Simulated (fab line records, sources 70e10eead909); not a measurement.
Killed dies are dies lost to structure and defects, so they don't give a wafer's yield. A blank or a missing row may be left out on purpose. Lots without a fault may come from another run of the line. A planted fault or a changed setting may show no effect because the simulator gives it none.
Which tool did it? | flow nand_harc | 13 lots, 39 wafers sampled, at 6 steps of a route of 1302

WHAT THE GAUGES READ, wafer by wafer
NHARC_A_CHANNEL_FILL_D1_INSPECT_13.
lot  | measured     | on                | raw_defect_count
L682 | day 12 01:04 | defect_inspect-01 | 220 183 152
L683 | day 12 05:02 | defect_inspect-02 | 446 399 296
L686 | day 13 17:13 | defect_inspect-01 | 267 376 296
L688 | day 14 16:11 | defect_inspect-02 | 336 301 288
L690 | day 15 03:34 | defect_inspect-02 | 402 499 661
L693 | day 16 03:11 | defect_inspect-02 | 304 392 330
L692 | day 16 03:11 | defect_inspect-01 | 380 358 314
L694 | day 16 22:01 | defect_inspect-02 | 225 148 275
L698 | day 18 21:18 | defect_inspect-01 | 405 293 350
L700 | day 19 05:20 | defect_inspect-02 | 261 204 237
L701 | day 20 01:11 | defect_inspect-02 | 550 655 826
L702 | day 20 08:42 | defect_inspect-02 | 344 450 393
L703 | day 20 17:31 | defect_inspect-01 | 337 234 165

NHARC_A_ONON_D2_THK_MEAS_05: measures by ellipsometry.
lot  | measured     | on            | thk_nm (nm)
L682 | day 13 14:40 | film_metro-02 | 1003 1003 1003
L683 | day 13 14:38 | film_metro-01 | 998 996 998
L686 | day 15 11:41 | film_metro-02 | 987 986 987
L688 | day 16 06:57 | film_metro-02 | 1006 1006 1007
L690 | day 16 17:25 | film_metro-01 | 1007 1006 1005
L693 | day 17 11:21 | film_metro-01 | 498 498 498 500 498 500
L692 | day 17 11:20 | film_metro-02 | 1002 1001 1004
L694 | day 18 06:11 | film_metro-02 | 510 508 509 509 508 509
L698 | day 20 14:51 | film_metro-02 | 992 992 993
L700 | day 20 15:00 | film_metro-01 | 1015 1014 1016
L701 | day 21 19:49 | film_metro-02 | 1010 1008 1011
L702 | day 21 20:10 | film_metro-02 | 997 998 999
L703 | day 22 06:46 | film_metro-02 | 1001 1001 1000

NHARC_A_ONON_D2_THK_MEAS_18: measures by ellipsometry.
lot  | measured     | on            | thk_nm (nm)
L682 | day 14 00:03 | film_metro-01 | 1000 997 998
L683 | day 14 00:03 | film_metro-02 | 1001 1000 1000
L686 | day 15 21:07 | film_metro-02 | 1020 1020 1020
L688 | day 16 17:47 | film_metro-01 | 1005 1006 1005
L690 | day 17 05:13 | film_metro-01 | 1015 1016 1015
L692 | day 17 22:04 | film_metro-02 | 985 986 986
L698 | day 21 00:23 | film_metro-02 | 1002 1003 1001
L700 | day 21 00:23 | film_metro-01 | 996 995 997
L701 | day 22 05:00 | film_metro-01 | 1003 1003 1000
L702 | day 22 05:01 | film_metro-02 | 996 995 995
L703 | day 22 17:56 | film_metro-01 | 998 997 997

NHARC_END_SORT_01.
lot  | measured     | on        | defect_limited_yield (%) | killed_at_array | killed_at_other | killed_at_periphery | killed_dies | killed_open | killed_short | sort_bin_2_pct (%) | sort_bin_3_pct (%) | sort_bin_4_pct (%) | sort_n_pass | sort_rim_yield_pct (%) | sort_yield_pct (%)
L682 | day 25 11:08 | prober-01 | 91.9 89.5 89.7           | 52 68 68        | 0 1 1           | 3 2 1               | 55 71 70    | 5 4 1       | 1 1 2        | 2.5 3.7 3.8        | 1.2 0.6 0.9        | 4.4 6.2 5.6        | 622 606 607 | 86 88 90               | 91.9 89.5 89.7
L683 | day 25 01:38 | prober-02 | 88.3 91.3 87.6           | 74 56 79        | 0 0 1           | 5 3 4               | 79 59 84    | 5 6 2       | 0 0 1        | 4.9 3.1 4.1        | 0.4 0.3 1.5        | 6.4 5.3 6.8        | 598 618 593 | 95 92 92               | 88.3 91.3 87.6
L686 | day 27 02:44 | prober-01 | 93.5 94.5 94.8           | 42 35 32        | 0 1 1           | 2 1 2               | 44 37 35    | 9 2 2       | 1 1 3        | 2.5 1.5 2.2        | 0.1 0.4 0.4        | 3.8 3.5 2.5        | 633 640 642 | 92 91 90               | 93.5 94.5 94.8
L688 | day 30 00:35 | prober-02 | 87.9 87.7 88.8           | 77 78 72        | 0 1 0           | 5 4 4               | 82 83 76    | 6 4 5       | 2 3 2        | 5.6 4.6 3.5        | 0.7 1.0 1.6        | 5.8 6.6 6.1        | 595 594 601 | 94 89 92               | 87.9 87.7 88.8
L690 | day 29 16:44 | prober-01 | 93.9 93.2 91.3           | 35 42 53        | 0 0 0           | 6 4 6               | 41 46 59    | 7 3 6       | 5 3 5        | 2.4 1.5 2.5        | 0.3 0.4 0.3        | 3.4 4.9 5.9        | 636 631 618 | 90 96 97               | 93.9 93.2 91.3
L692 | day 30 16:20 | prober-02 | 92.8 93.1 93.1           | 43 44 40        | 1 0 0           | 5 3 7               | 49 47 47    | 4 4 5       | 2 4 4        | 2.8 3.2 2.1        | 0.3 0.9 0.1        | 4.1 2.8 4.7        | 628 630 630 | 94 94 95               | 92.8 93.1 93.1
L698 | day 32 21:03 | prober-01 | 91.4 91.4 89.5           | 54 56 66        | 1 0 2           | 3 2 3               | 58 58 71    | 3 5 3       | 0 0 5        | 3.5 4.1 3.8        | 1.5 1.0 1.0        | 3.5 3.4 5.6        | 619 619 606 | 93 91 90               | 91.4 91.4 89.5
L700 | day 32 22:34 | prober-02 | 90.5 91.0 90.8           | 58 58 56        | 0 0 0           | 6 3 6               | 64 61 62    | 4 3 1       | 4 2 0        | 3.0 3.0 2.7        | 0.7 0.7 0.1        | 5.8 5.3 6.4        | 613 616 615 | 92 93 91               | 90.5 91.0 90.8
L701 | day 34 02:11 | prober-02 | 94.7 94.8 95.6           | 26 24 24        | 1 3 1           | 9 8 5               | 36 35 30    | 2 2 5       | 1 4 3        | 1.3 1.0 1.2        | 0 0.1 0.1          | 4.0 4.0 3.1        | 641 642 647 | 91 94 98               | 94.7 94.8 95.6
L702 | day 33 10:46 | prober-01 | 92.3 92.0 91.9           | 52 54 54        | 0 0 0           | 0 0 1               | 52 54 55    | 1 2 4       | 1 1 4        | 2.8 3.0 2.8        | 0.9 0.4 0.3        | 4.0 4.6 5.0        | 625 623 622 | 92 93 89               | 92.3 92.0 91.9
L703 | day 35 00:49 | prober-01 | 91.3 92.9 93.4           | 54 44 43        | 0 1 0           | 5 3 2               | 59 48 45    | 5 2 3       | 2 3 1        | 2.7 2.7 2.4        | 0.7 1.0 0.3        | 5.3 3.4 4.0        | 618 629 632 | 92 92 89               | 91.3 92.9 93.4

WHICH TOOL RAN EACH LOT (tool, then ch and the chambers of the sampled wafers, then the start)
lot  | NHARC_A_DECK1_JOINT_CMP_13    | NHARC_A_ONON_D2_DEP_03
L682 | cmp-04 ch 1,2,3, day 12 11:26 | pecvd_onon-01 ch 0, day 13 14:09
L683 | cmp-04 ch 0,1,3, day 12 15:25 | pecvd_onon-02 ch 0, day 13 14:08
L686 | cmp-04 ch 0,1,3, day 14 03:34 | pecvd_onon-02 ch 0, day 15 11:10
L688 | cmp-03 ch 0,1,2, day 15 03:22 | pecvd_onon-01 ch 0, day 16 06:25
L690 | cmp-03 ch 0,2, day 15 13:47   | pecvd_onon-04 ch 0, day 16 16:54
L693 | cmp-01 ch 2,3, day 16 13:22   | pecvd_onon-02 ch 0, day 17 10:50
L692 | cmp-03 ch 0,2,3, day 16 13:22 | pecvd_onon-01 ch 0, day 17 10:50
L694 | cmp-03 ch 0,2,3, day 17 08:15 | pecvd_onon-02 ch 0, day 18 05:44
L698 | cmp-04 ch 0,2,3, day 19 11:51 | pecvd_onon-02 ch 0, day 20 14:27
L700 | cmp-04 ch 1,2, day 19 15:45   | pecvd_onon-04 ch 0, day 20 14:36
L701 | cmp-04 ch 0,1,2, day 20 11:23 | pecvd_onon-02 ch 0, day 21 19:18
L702 | cmp-01 ch 0,2,3, day 20 18:56 | pecvd_onon-01 ch 0, day 21 19:43
L703 | cmp-04 ch 2,3, day 21 03:51   | pecvd_onon-01 ch 0, day 22 06:26
- NHARC_A_DECK1_JOINT_CMP_13: polishes, target thk 51.023 nm.
- NHARC_A_ONON_D2_DEP_03: target thk 1000 nm.

WHAT THE TOOLS THEMSELVES READ (means of the sampled wafers that have a number; where no wafer has one, the mark that the record gives instead)
NHARC_A_DECK1_JOINT_CMP_13.
lot  | tool   | motor_current_A (A) | time_to_endpoint_s (s)
L682 | cmp-04 | 11.9                | 9.0
L683 | cmp-04 | 12.7                | 8.4
L686 | cmp-04 | 12.8                | 8.4
L688 | cmp-03 | 12.1                | 10.0
L690 | cmp-03 | 11.7                | 9.5
L693 | cmp-01 | 12.5                | 8.8
L692 | cmp-03 | 11.5                | 11.0
L694 | cmp-03 | 11.1                | 8.6
L698 | cmp-04 | 12.1                | 5.4
L700 | cmp-04 | 13.0                | 6.7
L701 | cmp-04 | 13.0                | 6.8
L702 | cmp-01 | 13.2                | 9.1
L703 | cmp-04 | 10.7                | 9.0

NHARC_A_ONON_D2_DEP_03.
lot  | tool          | sih4_flow_sccm (sccm)
L682 | pecvd_onon-01 | 209.9
L683 | pecvd_onon-02 | 209.6
L686 | pecvd_onon-02 | 210.2
L688 | pecvd_onon-01 | 210.2
L690 | pecvd_onon-04 | 210.0
L693 | pecvd_onon-02 | 209.9
L692 | pecvd_onon-01 | 210.2
L694 | pecvd_onon-02 | 209.7
L698 | pecvd_onon-02 | 210.4
L700 | pecvd_onon-04 | 210.3
L701 | pecvd_onon-02 | 209.5
L702 | pecvd_onon-01 | 210.4
L703 | pecvd_onon-01 | 210.6

THE ANSWER, worked out from the rows above alone
Rule: what is usual is taken from the lots themselves. Put in order of their means at a reading, lots are off if they are a third of the lots or fewer, leave a main group of 4 or more, and stand apart from it by a gap of 3 or more times the standard deviation of the main group's means; of several such gaps the widest counts. A main group whose means are all the same, to the digits that the tables above print for the reading, isn't used. A lot without any number at a reading at which 4 lots or more have one is off too. The other lots that the step has rows for count as sound. The gauges are gone through in route order, then the tools' own readings, and for those a lot's mean is taken as printed above. The first step at which some lot is off is used, and at that step the reading that is off furthest; a lot without a number counts as furthest.
Off: L693, L694, at NHARC_A_ONON_D2_THK_MEAS_05 (thk_nm). The main group: mean 1002 nm, standard deviation 7.6.
A tool fits if, at a process step before that reading, it ran every lot that is off, and no sound lot after the first of them. The gauges at NHARC_A_ONON_D2_THK_MEAS_05 are tried like those tools. None of those tried fits.

WHAT THE SIMULATOR HAD PUT IN
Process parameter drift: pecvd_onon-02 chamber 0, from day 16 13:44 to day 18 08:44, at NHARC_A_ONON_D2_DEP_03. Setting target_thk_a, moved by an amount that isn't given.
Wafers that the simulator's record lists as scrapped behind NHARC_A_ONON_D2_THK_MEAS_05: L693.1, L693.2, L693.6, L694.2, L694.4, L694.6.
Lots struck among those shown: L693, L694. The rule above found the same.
